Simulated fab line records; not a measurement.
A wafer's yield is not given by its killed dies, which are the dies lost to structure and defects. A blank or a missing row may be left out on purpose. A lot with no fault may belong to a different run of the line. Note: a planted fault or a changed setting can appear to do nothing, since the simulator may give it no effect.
Chamber matching + flow n5Finfet + 4 sister chambers for N5_GATE_CUT_STRIP_42 on rieDiel-03
The step strips in O2. 22 wafers are shown with their chamber, then 11 later ones without.

## WAFERS, EACH WITH ITS CHAMBER
| wafer  | chamber | throttleValvePct (%) | oesProductAu (a.u.) | drypumpMotorCurrentA (A) |
|--------|---------|----------------------|---------------------|--------------------------|
| L076.2 | 2       | 16.41                | 0.72                | 5.7                      |
| L076.3 | 3       | 16.83                | 0.78                | 5.4                      |
| L076.5 | 3       | 16.83                | 0.77                | 5.4                      |
| L080.2 | 3       | 16.86                | 0.77                | 5.4                      |
| L080.3 | 1       | 16.42                | 0.82                | 5.1                      |
| L080.6 | 1       | 16.42                | 0.83                | 5.1                      |
| L082.1 | 3       | 16.86                | 0.76                | 5.4                      |
| L082.2 | 1       | 16.42                | 0.83                | 5.1                      |
| L082.3 | 2       | 16.42                | 0.72                | 5.7                      |
| L082.4 | 2       | 16.41                | 0.72                | 5.8                      |
| L082.5 | 3       | 16.87                | 0.76                | 5.4                      |
| L082.6 | 1       | 16.41                | 0.83                | 5.1                      |
| L083.2 | 1       | 16.43                | 0.84                | 5.1                      |
| L083.3 | 0       | 16.34                | 0.97                | 6.3                      |
| L083.6 | 2       | 16.42                | 0.72                | 5.8                      |
| L084.2 | 2       | 16.43                | 0.71                | 5.7                      |
| L084.3 | 1       | 16.44                | 0.83                | 5.1                      |
| L084.4 | 3       | 16.87                | 0.76                | 5.5                      |
| L085.1 | 3       | 16.87                | 0.75                | 5.4                      |
| L085.2 | 0       | 16.33                | 0.96                | 6.2                      |
| L085.3 | 2       | 16.44                | 0.70                | 5.8                      |
| L088.2 | 3       | 16.89                | 0.75                | 5.4                      |

SIGNATURES, as means of the wafers listed above
| reading              | chamber 0 | chamber 1 | chamber 2 | chamber 3 | scatter within a chamber |
|----------------------|-----------|-----------|-----------|-----------|--------------------------|
| throttleValvePct     | 16.3350   | 16.4233   | 16.4217   | 16.8600   | 0.0154                   |
| oesProductAu         | 0.9650    | 0.8300    | 0.7150    | 0.7625    | 0.00866                  |
| drypumpMotorCurrentA | 6.250     | 5.100     | 5.750     | 5.413     | 0.04                     |
Rule: a wafer's distance from a chamber is the root of the sum, over the readings, of the square of ((its reading less the chamber's mean) divided by the reading's scatter). The wafer belongs to the nearest chamber; if the next one is less than 2 further off, it can't be placed. The scatter: the root of (the sum of the squares of (reading less its chamber's mean) over the shown wafers, divided by (wafers less chambers)).

## WAFERS WITHOUT THEIR CHAMBER
| wafer  | throttleValvePct (%) | oesProductAu (a.u.) | drypumpMotorCurrentA (A) |
|--------|----------------------|---------------------|--------------------------|
| L088.3 | 16.44                | 0.71                | 5.7                      |
| L088.5 | 16.34                | 0.94                | 6.2                      |
| L091.1 | 16.45                | 0.82                | 5.1                      |
| L091.2 | 16.47                | 0.69                | 5.7                      |
| L091.3 | 16.36                | 0.92                | 6.3                      |
| L091.4 | 16.87                | 0.75                | 5.4                      |
| L091.5 | 16.86                | 0.75                | 5.4                      |
| L091.6 | 16.46                | 0.70                | 5.8                      |
| L092.2 | 16.35                | 0.92                | 6.3                      |
| L092.5 | 16.89                | 0.75                | 5.4                      |
| L092.6 | 16.34                | 0.92                | 6.2                      |

## WHICH CHAMBER EACH WENT THROUGH
| wafer  | from the rows above | in truth |
|--------|---------------------|----------|
| L088.3 | 2                   | 2        |
| L088.5 | 0                   | 0        |
| L091.1 | 1                   | 1        |
| L091.2 | 2                   | 2        |
| L091.3 | 0                   | 0        |
| L091.4 | 3                   | 3        |
| L091.5 | 3                   | 3        |
| L091.6 | 2                   | 2        |
| L092.2 | 0                   | 0        |
| L092.5 | 3                   | 3        |
| L092.6 | 0                   | 0        |
Placed correctly: 11 of 11. From these rows, 0 cannot be placed. Wrongly placed: 0.
